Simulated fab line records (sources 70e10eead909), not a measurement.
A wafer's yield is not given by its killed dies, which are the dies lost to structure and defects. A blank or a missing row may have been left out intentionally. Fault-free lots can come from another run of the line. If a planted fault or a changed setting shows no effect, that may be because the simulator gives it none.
fab line records / flow nandHarc
[record] lots = 6 wafers = 18 lastDay = 24
route steps=1159 shown A_STAIRCASE@664 END@1159
lots untouched by any fault: they come from a run of this same line in which no faults occurred
startH: start of the lot's first displayed wafer, in hours after the record's first day / waitH: hours since the lot's step before / " identical to the entry in the row above / L1.1+2: several wafers, shown together as one row / - no value present, or no start provided / * or withheld: withheld / < > ~ a bound
route shown NAME@n: a module of which the file shows steps, and the number in the route of the first / usual: mean and standard deviation over wafers with no fault / same: alike in all rows / chamber/n: place in a boat / sites: the reading at each site / _std_site: standard deviation across them / _edge_site: outer sites' mean less inner sites' / radiusMm: for every site, how far away it sits from the centre of the wafer / mask NAME#n: copy n / behind: tool/chamber where the wafer was last shaped / hold: cause of the lot's hold/its duration in hours/its outcome / device: whichever transistor did not switch (one of n, p or np) / end of line: the tests these same wafers got at the end of their route / where a step has no rows: the recipe by itself / killed: not the wafer's yield, but the dies lost to structure and defects at the first sort / map: dies across one wafer; x = killed, . = not, _ = none there
set.NAME: the setting the step ran with; set.NAME@STEP: the setting that earlier step ran with / model.NAME: the simulator's own value behind a step, which no gauge read
a table for each step, a row for each wafer; lots at some steps of the route
services: a tool's chamber out of use, with start hour (startH, from the record's first day; less than 0 if before it), hours out, and reason
[[steps]]
[step NHARC_A_STAIRCASE_DESCUM_291]
[recipe] timeS = 3 o2FlowSccm = 200 arFlowSccm = 0 biasPowerW = 0 chemistry = O2
[step NHARC_A_STAIRCASE_ETCH_292]
[recipe] cf4FlowSccm = 100 chf3FlowSccm = 30 arFlowSccm = 0 rfW = 500 biasW = 200 chemistry = CF4/CHF3
[step NHARC_A_STAIRCASE_HM_OPEN_460]
[recipe] o2FlowSccm = 400 cosFlowSccm = 20 arFlowSccm = 0 rfW = 500 biasW = 300 chemistry = O2/COS
[usual] drypumpMotorCurrentA = 5.7/0.58 oesProductAu = 0.995/0.011 rfVppV = 468.2/2.9 showerheadPlenumPTorr = 3.17/0.14 throttleValvePct = 28.331/0.0095
lot.wafer=L711.3 tool=rieDiel-13 chamber=3 startH=- waitH=- drypumpMotorCurrentA=5.2 oesProductAu=0.991 rfHoursCounterH=58 rfVppV=465.5 showerheadPlenumPTorr=3.08 throttleValvePct=28.310
lot.wafer=L711.2 tool=rieDiel-13 chamber=2 startH=- waitH=- drypumpMotorCurrentA=5.9 oesProductAu=1.020 rfHoursCounterH=61 rfVppV=471.0 showerheadPlenumPTorr=3.34 throttleValvePct=28.325
lot.wafer=L711.5 tool=rieDiel-13 chamber=1 startH=- waitH=- drypumpMotorCurrentA=6.0 oesProductAu=1.018 rfHoursCounterH=- rfVppV=462.1 showerheadPlenumPTorr=2.95 throttleValvePct=28.338
lot.wafer=L717.3 tool=rieDiel-13 chamber=3 startH=- waitH=- drypumpMotorCurrentA=5.2 oesProductAu=0.982 rfHoursCounterH=10 rfVppV=465.0 showerheadPlenumPTorr=3.08 throttleValvePct=28.344
lot.wafer=L717.4 tool=rieDiel-13 chamber=0 startH=- waitH=- drypumpMotorCurrentA=6.4 oesProductAu=0.990 rfHoursCounterH=11 rfVppV=469.8 showerheadPlenumPTorr=3.37 throttleValvePct=28.333
lot.wafer=L717.5 tool=rieDiel-13 chamber=1 startH=- waitH=- drypumpMotorCurrentA=6.0 oesProductAu=0.994 rfHoursCounterH=- rfVppV=462.7 showerheadPlenumPTorr=2.94 throttleValvePct=28.341
lot.wafer=L719.4 tool=rieDiel-13 chamber=1 startH=- waitH=- drypumpMotorCurrentA=6.0 oesProductAu=1.006 rfHoursCounterH=22 rfVppV=463.2 showerheadPlenumPTorr=2.94 throttleValvePct=28.324
lot.wafer=L719.5 tool=rieDiel-13 chamber=1 startH=- waitH=- drypumpMotorCurrentA=5.9 oesProductAu=1.006 rfHoursCounterH=- rfVppV=463.4 showerheadPlenumPTorr=2.94 throttleValvePct=28.341
lot.wafer=L719.6 tool=rieDiel-13 chamber=2 startH=- waitH=- drypumpMotorCurrentA=5.9 oesProductAu=0.980 rfHoursCounterH=- rfVppV=470.2 showerheadPlenumPTorr=3.33 throttleValvePct=28.339
lot.wafer=L724.2 tool=rieDiel-13 chamber=3 startH=- waitH=- drypumpMotorCurrentA=5.2 oesProductAu=0.994 rfHoursCounterH=24 rfVppV=466.7 showerheadPlenumPTorr=3.07 throttleValvePct=28.326
lot.wafer=L724.4 tool=rieDiel-13 chamber=1 startH=- waitH=- drypumpMotorCurrentA=6.0 oesProductAu=1.003 rfHoursCounterH=24 rfVppV=464.6 showerheadPlenumPTorr=2.93 throttleValvePct=28.344
lot.wafer=L724.5 tool=rieDiel-13 chamber=3 startH=- waitH=- drypumpMotorCurrentA=5.2 oesProductAu=1.006 rfHoursCounterH=- rfVppV=467.1 showerheadPlenumPTorr=3.07 throttleValvePct=28.322
lot.wafer=L727.1 tool=rieDiel-05 chamber=1 startH=- waitH=- drypumpMotorCurrentA=5.3 oesProductAu=0.983 rfHoursCounterH=4 rfVppV=471.2 showerheadPlenumPTorr=3.34 throttleValvePct=28.329
lot.wafer=L727.5 tool=rieDiel-05 chamber=3 startH=- waitH=- drypumpMotorCurrentA=6.3 oesProductAu=0.996 rfHoursCounterH=- rfVppV=466.8 showerheadPlenumPTorr=3.04 throttleValvePct=28.331
lot.wafer=L727.6 tool=rieDiel-05 chamber=0 startH=- waitH=- drypumpMotorCurrentA=6.3 oesProductAu=0.989 rfHoursCounterH=- rfVppV=466.0 showerheadPlenumPTorr=3.06 throttleValvePct=28.325
lot.wafer=L729.4 tool=rieDiel-13 chamber=2 startH=- waitH=- drypumpMotorCurrentA=5.8 oesProductAu=0.989 rfHoursCounterH=33 rfVppV=472.1 showerheadPlenumPTorr=3.32 throttleValvePct=28.346
lot.wafer=L729.2 tool=rieDiel-13 chamber=0 startH=- waitH=- drypumpMotorCurrentA=6.3 oesProductAu=0.986 rfHoursCounterH=34 rfVppV=471.1 showerheadPlenumPTorr=3.35 throttleValvePct=28.327
lot.wafer=L729.5 tool=rieDiel-13 chamber=3 startH=- waitH=- drypumpMotorCurrentA=5.2 oesProductAu=1.007 rfHoursCounterH=- rfVppV=465.2 showerheadPlenumPTorr=3.06 throttleValvePct=28.337
[step NHARC_A_STAIRCASE_STRIP_461]
[recipe] o2FlowSccm = 400 cosFlowSccm = 20 arFlowSccm = 0 biasW = 0 chemistry = O2/COS
[step NHARC_A_STAIRCASE_ETCH_452]
[recipe] targetDepthA = 300 overetchA = 30 timeS = 16.5 ionEnergyEv = 100 cf4FlowSccm = 80 o2FlowSccm = 20 arFlowSccm = 0 rfW = 300 biasW = 100 chemistry = CF4/O2
[usual] drypumpMotorCurrentA = 5.7/0.59 oes_f_703_au = 1.000/0.0045 oesProductAu = 0.995/0.011 rfVppV = 198.4/1.5 showerheadPlenumPTorr = 1.36/0.061 throttleValvePct = 13.397/0.0097
lot.wafer=L711.2 tool=rieDiel-13 chamber=2 startH=- waitH=- drypumpMotorCurrentA=5.8 oes_f_703_au=0.992 oesProductAu=1.005 rfHoursCounterH=61 rfVppV=199.4 showerheadPlenumPTorr=1.43 throttleValvePct=13.395
lot.wafer=L711.3 tool=rieDiel-13 chamber=1 startH=- waitH=- drypumpMotorCurrentA=5.9 oes_f_703_au=0.995 oesProductAu=1.013 rfHoursCounterH=62 rfVppV=196.0 showerheadPlenumPTorr=1.26 throttleValvePct=13.384
lot.wafer=L711.5 tool=rieDiel-13 chamber=2 startH=- waitH=- drypumpMotorCurrentA=5.8 oes_f_703_au=0.999 oesProductAu=1.011 rfHoursCounterH=- rfVppV=199.2 showerheadPlenumPTorr=1.43 throttleValvePct=13.408
lot.wafer=L717.3 tool=rieDiel-13 chamber=3 startH=- waitH=- drypumpMotorCurrentA=5.2 oes_f_703_au=0.989 oesProductAu=0.998 rfHoursCounterH=10 rfVppV=197.4 showerheadPlenumPTorr=1.31 throttleValvePct=13.399
lot.wafer=L717.4 tool=rieDiel-13 chamber=0 startH=- waitH=- drypumpMotorCurrentA=6.4 oes_f_703_au=1.005 oesProductAu=0.996 rfHoursCounterH=11 rfVppV=200.4 showerheadPlenumPTorr=1.44 throttleValvePct=13.406
lot.wafer=L717.5 tool=rieDiel-13 chamber=1 startH=- waitH=- drypumpMotorCurrentA=6.0 oes_f_703_au=1.002 oesProductAu=1.006 rfHoursCounterH=- rfVppV=196.4 showerheadPlenumPTorr=1.25 throttleValvePct=13.407
lot.wafer=L719.4 tool=rieDiel-13 chamber=0 startH=- waitH=- drypumpMotorCurrentA=6.3 oes_f_703_au=1.005 oesProductAu=1.000 rfHoursCounterH=22 rfVppV=200.5 showerheadPlenumPTorr=1.44 throttleValvePct=13.382
lot.wafer=L719.6 tool=rieDiel-13 chamber=0 startH=- waitH=- drypumpMotorCurrentA=6.3 oes_f_703_au=0.997 oesProductAu=1.005 rfHoursCounterH=- rfVppV=198.6 showerheadPlenumPTorr=1.44 throttleValvePct=13.387
lot.wafer=L719.5 tool=rieDiel-13 chamber=1 startH=- waitH=- drypumpMotorCurrentA=6.0 oes_f_703_au=0.999 oesProductAu=1.007 rfHoursCounterH=- rfVppV=196.0 showerheadPlenumPTorr=1.25 throttleValvePct=13.397
lot.wafer=L724.2 tool=rieDiel-13 chamber=2 startH=- waitH=- drypumpMotorCurrentA=5.9 oes_f_703_au=0.998 oesProductAu=1.006 rfHoursCounterH=24 rfVppV=199.5 showerheadPlenumPTorr=1.43 throttleValvePct=13.410
lot.wafer=L724.4 tool=rieDiel-13 chamber=3 startH=- waitH=- drypumpMotorCurrentA=5.2 oes_f_703_au=1.000 oesProductAu=0.984 rfHoursCounterH=24 rfVppV=197.3 showerheadPlenumPTorr=1.31 throttleValvePct=13.376
lot.wafer=L724.5 tool=rieDiel-13 chamber=1 startH=- waitH=- drypumpMotorCurrentA=5.9 oes_f_703_au=0.998 oesProductAu=1.001 rfHoursCounterH=- rfVppV=196.8 showerheadPlenumPTorr=1.25 throttleValvePct=13.401
lot.wafer=L727.1 tool=rieDiel-05 chamber=1 startH=- waitH=- drypumpMotorCurrentA=5.2 oes_f_703_au=1.001 oesProductAu=0.995 rfHoursCounterH=4 rfVppV=199.5 showerheadPlenumPTorr=1.43 throttleValvePct=13.389
lot.wafer=L727.6 tool=rieDiel-05 chamber=0 startH=- waitH=- drypumpMotorCurrentA=6.3 oes_f_703_au=1.001 oesProductAu=0.985 rfHoursCounterH=- rfVppV=197.8 showerheadPlenumPTorr=1.31 throttleValvePct=13.399
lot.wafer=L727.5 tool=rieDiel-05 chamber=1 startH=- waitH=- drypumpMotorCurrentA=5.2 oes_f_703_au=1.002 oesProductAu=1.006 rfHoursCounterH=- rfVppV=200.9 showerheadPlenumPTorr=1.43 throttleValvePct=13.380
lot.wafer=L729.2 tool=rieDiel-13 chamber=3 startH=- waitH=- drypumpMotorCurrentA=5.2 oes_f_703_au=1.002 oesProductAu=0.996 rfHoursCounterH=33 rfVppV=198.5 showerheadPlenumPTorr=1.31 throttleValvePct=13.394
lot.wafer=L729.4 tool=rieDiel-13 chamber=0 startH=- waitH=- drypumpMotorCurrentA=6.3 oes_f_703_au=1.002 oesProductAu=0.981 rfHoursCounterH=34 rfVppV=201.3 showerheadPlenumPTorr=1.44 throttleValvePct=13.390
lot.wafer=L729.5 tool=rieDiel-13 chamber=3 startH=- waitH=- drypumpMotorCurrentA=5.2 oes_f_703_au=0.993 oesProductAu=0.984 rfHoursCounterH=- rfVppV=197.6 showerheadPlenumPTorr=1.31 throttleValvePct=13.379
[step NHARC_A_STAIRCASE_ETCH_294]
[recipe] targetDepthA = 49920 timeS = 1212.4 ionEnergyEv = 800 c4f8FlowSccm = 80 o2FlowSccm = 60 arFlowSccm = withheld rfW = 600 biasW = 3000 chemistry = C4F8/O2/Ar
[usual] oesProductAu = 0.934/0.013 rfVppV = 1832/11
lot.wafer=L711.2 tool=rieDiel-13 chamber=2 startH=- waitH=- oesProductAu=0.937 rfHoursCounterH=61 rfVppV=1845
lot.wafer=L711.3 tool=rieDiel-13 chamber=3 startH=- waitH=- oesProductAu=0.928 rfHoursCounterH=58 rfVppV=1823
lot.wafer=L711.5 tool=rieDiel-13 chamber=2 startH=- waitH=- oesProductAu=0.945 rfHoursCounterH=- rfVppV=1846
lot.wafer=L717.3 tool=rieDiel-13 chamber=3 startH=- waitH=- oesProductAu=0.931 rfHoursCounterH=11 rfVppV=1823
lot.wafer=L717.4 tool=rieDiel-13 chamber=1 startH=- waitH=- oesProductAu=0.936 rfHoursCounterH=11 rfVppV=1811
lot.wafer=L717.5 tool=rieDiel-13 chamber=3 startH=- waitH=- oesProductAu=0.937 rfHoursCounterH=- rfVppV=1823
lot.wafer=L719.4 tool=rieDiel-13 chamber=3 startH=- waitH=- oesProductAu=0.929 rfHoursCounterH=22 rfVppV=1821
lot.wafer=L719.6 tool=rieDiel-13 chamber=1 startH=- waitH=- oesProductAu=0.924 rfHoursCounterH=- rfVppV=1811
lot.wafer=L719.5 tool=rieDiel-13 chamber=2 startH=- waitH=- oesProductAu=0.916 rfHoursCounterH=- rfVppV=1843
lot.wafer=L724.2 tool=rieDiel-13 chamber=3 startH=- waitH=- oesProductAu=0.943 rfHoursCounterH=24 rfVppV=1824
lot.wafer=L724.4 tool=rieDiel-13 chamber=0 startH=- waitH=- oesProductAu=0.929 rfHoursCounterH=24 rfVppV=1847
lot.wafer=L724.5 tool=rieDiel-13 chamber=1 startH=- waitH=- oesProductAu=0.957 rfHoursCounterH=- rfVppV=1811
lot.wafer=L727.1 tool=rieDiel-05 chamber=0 startH=- waitH=- oesProductAu=0.933 rfHoursCounterH=5 rfVppV=1821
lot.wafer=L727.6 tool=rieDiel-05 chamber=0 startH=- waitH=- oesProductAu=0.933 rfHoursCounterH=- rfVppV=1822
lot.wafer=L727.5 tool=rieDiel-05 chamber=1 startH=- waitH=- oesProductAu=0.935 rfHoursCounterH=- rfVppV=1844
lot.wafer=L729.4 tool=rieDiel-13 chamber=3 startH=- waitH=- oesProductAu=0.938 rfHoursCounterH=34 rfVppV=1821
lot.wafer=L729.2 tool=rieDiel-13 chamber=0 startH=- waitH=- oesProductAu=0.938 rfHoursCounterH=34 rfVppV=1846
lot.wafer=L729.5 tool=rieDiel-13 chamber=3 startH=- waitH=- oesProductAu=0.950 rfHoursCounterH=- rfVppV=1823
[step NHARC_A_STAIRCASE_STRIP_295]
[recipe] o2FlowSccm = 500 arFlowSccm = 0 biasW = 0 chemistry = O2
[usual] drypumpMotorCurrentA = 5.7/0.59 oesProductAu = 0.996/0.011 rfVppV = 57.8/0.89 showerheadPlenumPTorr = 3.59/0.15 throttleValvePct = 17.037/0.0086
lot.wafer=L711.2 tool=rieDiel-13 chamber=1 startH=- waitH=- drypumpMotorCurrentA=6.0 oesProductAu=1.014 rfHoursCounterH=63 rfVppV=56.7 showerheadPlenumPTorr=3.33 throttleValvePct=17.036
lot.wafer=L711.3 tool=rieDiel-13 chamber=3 startH=- waitH=- drypumpMotorCurrentA=5.2 oesProductAu=0.997 rfHoursCounterH=59 rfVppV=57.0 showerheadPlenumPTorr=3.48 throttleValvePct=17.033
lot.wafer=L711.5 tool=rieDiel-13 chamber=3 startH=- waitH=- drypumpMotorCurrentA=5.2 oesProductAu=1.008 rfHoursCounterH=- rfVppV=57.9 showerheadPlenumPTorr=3.48 throttleValvePct=17.029
lot.wafer=L717.3 tool=rieDiel-13 chamber=2 startH=- waitH=- drypumpMotorCurrentA=5.9 oesProductAu=0.990 rfHoursCounterH=11 rfVppV=58.9 showerheadPlenumPTorr=3.77 throttleValvePct=17.036
lot.wafer=L717.4 tool=rieDiel-13 chamber=3 startH=- waitH=- drypumpMotorCurrentA=5.2 oesProductAu=0.992 rfHoursCounterH=11 rfVppV=58.0 showerheadPlenumPTorr=3.48 throttleValvePct=17.027
lot.wafer=L717.5 tool=rieDiel-13 chamber=0 startH=- waitH=- drypumpMotorCurrentA=6.3 oesProductAu=0.986 rfHoursCounterH=- rfVppV=57.5 showerheadPlenumPTorr=3.80 throttleValvePct=17.037
lot.wafer=L719.4 tool=rieDiel-13 chamber=1 startH=- waitH=- drypumpMotorCurrentA=5.9 oesProductAu=1.002 rfHoursCounterH=23 rfVppV=58.8 showerheadPlenumPTorr=3.32 throttleValvePct=17.042
lot.wafer=L719.6 tool=rieDiel-13 chamber=0 startH=- waitH=- drypumpMotorCurrentA=6.3 oesProductAu=0.997 rfHoursCounterH=- rfVppV=58.4 showerheadPlenumPTorr=3.79 throttleValvePct=17.017
lot.wafer=L719.5 tool=rieDiel-13 chamber=1 startH=- waitH=- drypumpMotorCurrentA=5.9 oesProductAu=1.001 rfHoursCounterH=- rfVppV=57.2 showerheadPlenumPTorr=3.32 throttleValvePct=17.039
lot.wafer=L724.2 tool=rieDiel-13 chamber=2 startH=- waitH=- drypumpMotorCurrentA=5.8 oesProductAu=1.001 rfHoursCounterH=24 rfVppV=58.9 showerheadPlenumPTorr=3.76 throttleValvePct=17.029
lot.wafer=L724.4 tool=rieDiel-13 chamber=3 startH=- waitH=- drypumpMotorCurrentA=5.2 oesProductAu=1.002 rfHoursCounterH=24 rfVppV=57.8 showerheadPlenumPTorr=3.47 throttleValvePct=17.042
lot.wafer=L724.5 tool=rieDiel-13 chamber=2 startH=- waitH=- drypumpMotorCurrentA=5.9 oesProductAu=1.001 rfHoursCounterH=- rfVppV=59.7 showerheadPlenumPTorr=3.76 throttleValvePct=17.051
lot.wafer=L727.1 tool=rieDiel-05 chamber=2 startH=- waitH=- drypumpMotorCurrentA=6.3 oesProductAu=1.016 rfHoursCounterH=5 rfVppV=57.5 showerheadPlenumPTorr=3.59 throttleValvePct=17.038
lot.wafer=L727.5 tool=rieDiel-05 chamber=3 startH=- waitH=- drypumpMotorCurrentA=6.3 oesProductAu=0.991 rfHoursCounterH=- rfVppV=58.7 showerheadPlenumPTorr=3.44 throttleValvePct=17.030
lot.wafer=L727.6 tool=rieDiel-05 chamber=0 startH=- waitH=- drypumpMotorCurrentA=6.3 oesProductAu=0.981 rfHoursCounterH=- rfVppV=58.2 showerheadPlenumPTorr=3.46 throttleValvePct=17.037
lot.wafer=L729.2 tool=rieDiel-13 chamber=3 startH=- waitH=- drypumpMotorCurrentA=5.2 oesProductAu=1.005 rfHoursCounterH=34 rfVppV=57.9 showerheadPlenumPTorr=3.46 throttleValvePct=17.031
lot.wafer=L729.4 tool=rieDiel-13 chamber=1 startH=- waitH=- drypumpMotorCurrentA=6.0 oesProductAu=0.991 rfHoursCounterH=34 rfVppV=55.4 showerheadPlenumPTorr=3.31 throttleValvePct=17.033
lot.wafer=L729.5 tool=rieDiel-13 chamber=3 startH=- waitH=- drypumpMotorCurrentA=5.2 oesProductAu=0.995 rfHoursCounterH=- rfVppV=56.4 showerheadPlenumPTorr=3.46 throttleValvePct=17.038
[step NHARC_A_STAIRCASE_STRIP_296]
[recipe] timeS = 900 tempC = 130 chemistry = SPM
[step NHARC_A_STAIRCASE_PRECLEAN_297]
[recipe] timeS = * tempC = 50 bathAgeMin = 0 chemistry = SC1
[step NHARC_A_STAIRCASE_SRD_298]
[step NHARC_A_STAIRCASE_HM_DEP_462]
[recipe] targetThkA = 8000 tempC = 400 material = aC
[usual] throttleValvePct = 35.000/0.0088
lot.wafer=L711.2 tool=aclDep-03 chamber=0 startH=276.62 waitH=2.4 throttleValvePct=34.993
lot.wafer=L711.3 tool=aclDep-03 chamber=0 startH=276.62 waitH=2.4 throttleValvePct=35.006
lot.wafer=L711.5 tool=aclDep-03 chamber=0 startH=276.62 waitH=2.4 throttleValvePct=35.008
lot.wafer=L717.3 tool=aclDep-02 chamber=0 startH=316.25 waitH=0.7 throttleValvePct=35.006
lot.wafer=L717.4 tool=aclDep-02 chamber=0 startH=316.25 waitH=0.7 throttleValvePct=34.999
lot.wafer=L717.5 tool=aclDep-02 chamber=0 startH=316.25 waitH=0.7 throttleValvePct=35.014
lot.wafer=L719.4 tool=aclDep-01 chamber=0 startH=348.47 waitH=2.2 throttleValvePct=35.013
lot.wafer=L719.5 tool=aclDep-01 chamber=0 startH=348.47 waitH=2.2 throttleValvePct=35.008
lot.wafer=L719.6 tool=aclDep-01 chamber=0 startH=348.47 waitH=2.2 throttleValvePct=35.001
lot.wafer=L724.2 tool=aclDep-03 chamber=0 startH=354.18 waitH=4.9 throttleValvePct=34.984
lot.wafer=L724.4 tool=aclDep-03 chamber=0 startH=354.18 waitH=4.9 throttleValvePct=34.983
lot.wafer=L724.5 tool=aclDep-03 chamber=0 startH=354.18 waitH=4.9 throttleValvePct=34.999
lot.wafer=L727.1 tool=aclDep-03 chamber=0 startH=365.21 waitH=0.1 throttleValvePct=34.997
lot.wafer=L727.5 tool=aclDep-03 chamber=0 startH=366.43 waitH=1.3 throttleValvePct=35.004
lot.wafer=L727.6 tool=aclDep-03 chamber=0 startH=366.43 waitH=1.3 throttleValvePct=34.998
lot.wafer=L729.2 tool=aclDep-01 chamber=0 startH=377.82 waitH=1.2 throttleValvePct=34.988
lot.wafer=L729.4 tool=aclDep-01 chamber=0 startH=377.82 waitH=1.2 throttleValvePct=35.007
lot.wafer=L729.5 tool=aclDep-01 chamber=0 startH=377.82 waitH=1.2 throttleValvePct=34.993
[step NHARC_A_STAIRCASE_DEP_301]
[recipe] targetThkA = 300 targetThkNm = 30 tempC = 400 pressureTorr = 3.5 flowSccm = 200 rfW = 350 material = SiON
[usual] heaterPowerW = 783/120 rfFwdPowerW = 348.5/1.1
lot.wafer=L711.2 tool=pecvd-04 chamber=1 startH=278.17 waitH=1.3 heaterPowerW=762 rfFwdPowerW=349.0
lot.wafer=L711.3 tool=pecvd-04 chamber=0 startH=278.17 waitH=1.3 heaterPowerW=1091 rfFwdPowerW=348.4
lot.wafer=L711.5 tool=pecvd-04 chamber=2 startH=278.17 waitH=1.3 heaterPowerW=725 rfFwdPowerW=347.7
lot.wafer=L717.3 tool=pecvd-03 chamber=1 startH=317.54 waitH=1.0 heaterPowerW=782 rfFwdPowerW=349.5
lot.wafer=L717.4 tool=pecvd-03 chamber=2 startH=317.54 waitH=1.0 heaterPowerW=776 rfFwdPowerW=350.1
lot.wafer=L717.5 tool=pecvd-03 chamber=1 startH=317.54 waitH=1.0 heaterPowerW=809 rfFwdPowerW=348.9
lot.wafer=L719.6 tool=pecvd-03 chamber=1 startH=349.95 waitH=0.6 heaterPowerW=738 rfFwdPowerW=348.2
lot.wafer=L719.5 tool=pecvd-03 chamber=2 startH=349.95 waitH=0.6 heaterPowerW=674 rfFwdPowerW=348.6
lot.wafer=L719.4 tool=pecvd-03 chamber=0 startH=349.95 waitH=0.6 heaterPowerW=822 rfFwdPowerW=207.7
lot.wafer=L724.2 tool=pecvd-03 chamber=1 startH=355.83 waitH=1.3 heaterPowerW=790 rfFwdPowerW=347.7
lot.wafer=L724.4 tool=pecvd-03 chamber=0 startH=355.83 waitH=1.3 heaterPowerW=781 rfFwdPowerW=208.1
lot.wafer=L724.5 tool=pecvd-03 chamber=1 startH=355.83 waitH=1.3 heaterPowerW=821 rfFwdPowerW=348.0
lot.wafer=L727.1 tool=pecvd-04 chamber=2 startH=367.12 waitH=1.6 heaterPowerW=716 rfFwdPowerW=347.0
lot.wafer=L727.5 tool=pecvd-04 chamber=0 startH=367.12 waitH=1.6 heaterPowerW=1012 rfFwdPowerW=348.3
lot.wafer=L727.6 tool=pecvd-04 chamber=1 startH=367.12 waitH=1.6 heaterPowerW=894 rfFwdPowerW=347.5
lot.wafer=L729.2 tool=pecvd-01 chamber=0 startH=379.91 waitH=1.8 heaterPowerW=658 rfFwdPowerW=349.2
lot.wafer=L729.4 tool=pecvd-01 chamber=1 startH=379.91 waitH=1.8 heaterPowerW=717 rfFwdPowerW=346.2
lot.wafer=L729.5 tool=pecvd-01 chamber=2 startH=379.91 waitH=1.8 heaterPowerW=636 rfFwdPowerW=348.1
[step NHARC_A_STAIRCASE_DEHYDRATE_302]
[recipe] tempC = 150 timeS = 120
[step NHARC_END_SORT_01]
[recipe] tempC = 25
[usual] killedAtArray = 28/10 killedAtOther = 0.6/1.1 killedAtPeriphery = 3.6/2.6 killedDies = 32/10 killedOpen = 3.3/1.8 killedShort = 1.9/1.4
[same] grossDies = 677
lot.wafer=L711.2 tool=prober-02 chamber=0 startH=450.17 waitH=2.8 killedAtArray=28 killedAtOther=0 killedAtPeriphery=4 killedDies=32 killedOpen=3 killedShort=1
lot.wafer=L711.3 tool=prober-02 chamber=0 startH=450.98 waitH=3.1 killedAtArray=17 killedAtOther=0 killedAtPeriphery=4 killedDies=21 killedOpen=2 killedShort=2
lot.wafer=L711.5 tool=prober-02 chamber=0 startH=452.60 waitH=3.7 killedAtArray=32 killedAtOther=1 killedAtPeriphery=4 killedDies=37 killedOpen=4 killedShort=2
// killed by level:class
L711.2 A_CHANNEL_HOLE_D1:chamberFilmFlake=10 A_STAIRCASE:chamberFilmFlake=7 A_SLIT:chamberFilmFlake=4 P_GATE:chamberFilmFlake=2 A_ZERO_WELL:chamberFilmFlake=2 A_CONTACT:chamberFilmFlake=2 P_CONTACT:geometricParticle:open=1 A_ONON_D1:geometricParticle:short=1
L711.3 A_CHANNEL_HOLE_D1:chamberFilmFlake=7 A_CONTACT:chamberFilmFlake=3 A_STAIRCASE:chamberFilmFlake=2 P_M0:geometricParticle:open=1 A_ONON_D1:geometricParticle:short=1 A_CONTACT:geometricParticle:short=1 A_M0:geometricParticle:open=1 P_ZERO_WELL:chamberFilmFlake=1
L711.5 A_CHANNEL_HOLE_D1:chamberFilmFlake=21 A_STAIRCASE:chamberFilmFlake=4 P_GATE:chamberFilmFlake=2 A_CONTACT:chamberFilmFlake=2 P_CONTACT:geometricParticle:short=1 P_M0:geometricParticle:open=1 A_WL_FILL:geometricParticle:short=1 A_CONTACT:geometricParticle:open=1
[[services]]
tool=rieDiel-13 chamber=0 startH=256.09 hours=- kind=clean
tool=rieDiel-13 chamber=1 startH=256.09 hours=- kind=clean
tool=rieDiel-13 chamber=2 startH=256.09 hours=- kind=clean
tool=rieDiel-13 chamber=3 startH=256.09 hours=- kind=clean
tool=pecvd-01 chamber=- startH=262.27 hours=2.1 kind=repair
tool=pecvd-03 chamber=- startH=265.38 hours=2.1 kind=repair
tool=rieDiel-13 chamber=0 startH=268.60 hours=- kind=consumableReplace:showerhead
tool=rieDiel-13 chamber=0 startH=268.60 hours=9.0 kind=scheduledDown
tool=rieDiel-13 chamber=0 startH=268.60 hours=9.0 kind=ventCycle
tool=rieDiel-13 chamber=- startH=276.08 hours=9.0 kind=pm
tool=rieDiel-13 chamber=1 startH=276.08 hours=9.0 kind=ventCycle
tool=rieDiel-13 chamber=2 startH=276.08 hours=9.0 kind=ventCycle
tool=pecvd-03 chamber=- startH=277.69 hours=2.9 kind=repair
tool=pecvd-01 chamber=- startH=288.33 hours=1.3 kind=repair
tool=pecvd-03 chamber=- startH=292.00 hours=13.0 kind=pm
tool=aclDep-01 chamber=- startH=294.72 hours=13.0 kind=pm
tool=pecvd-01 chamber=0 startH=303.67 hours=23.3 kind=repair
tool=rieDiel-05 chamber=- startH=321.33 hours=2.1 kind=repair
tool=rieDiel-05 chamber=0 startH=337.34 hours=6.3 kind=repair
tool=rieDiel-05 chamber=- startH=340.62 hours=9.0 kind=pm
tool=pecvd-03 chamber=- startH=346.53 hours=1.1 kind=repair
tool=aclDep-02 chamber=- startH=350.03 hours=13.0 kind=pm
tool=pecvd-04 chamber=- startH=376.37 hours=13.0 kind=pm
tool=rieDiel-05 chamber=3 startH=379.32 hours=4.2 kind=repair
[[key]]
[firstSign] step = NHARC_A_STAIRCASE_DEP_301 reading = rfFwdPowerW direction = down sigmas = 99+ usual = * struck = *
effect none on later readings
metAt NHARC_A_STAIRCASE_DEP_301
struckWafers L719.4,L724.4
testerLeftOut L719,L724
[fault] kind = processParameterDrift tool = pecvd-03 chamber = 0 onsetH = 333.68 steps = NHARC_A_STAIRCASE_DEP_301 channel = rfW offset = * shape = step endH = 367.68 actsIn = * stated = *
// testerLeftOut: of these lots the tester's yield and bins aren't shown, on N5 and GAA mostly nor the transistor test; their killed dies are dies lost to structure and defects alone, not to doping, threshold or leakage, so they don't give the yield
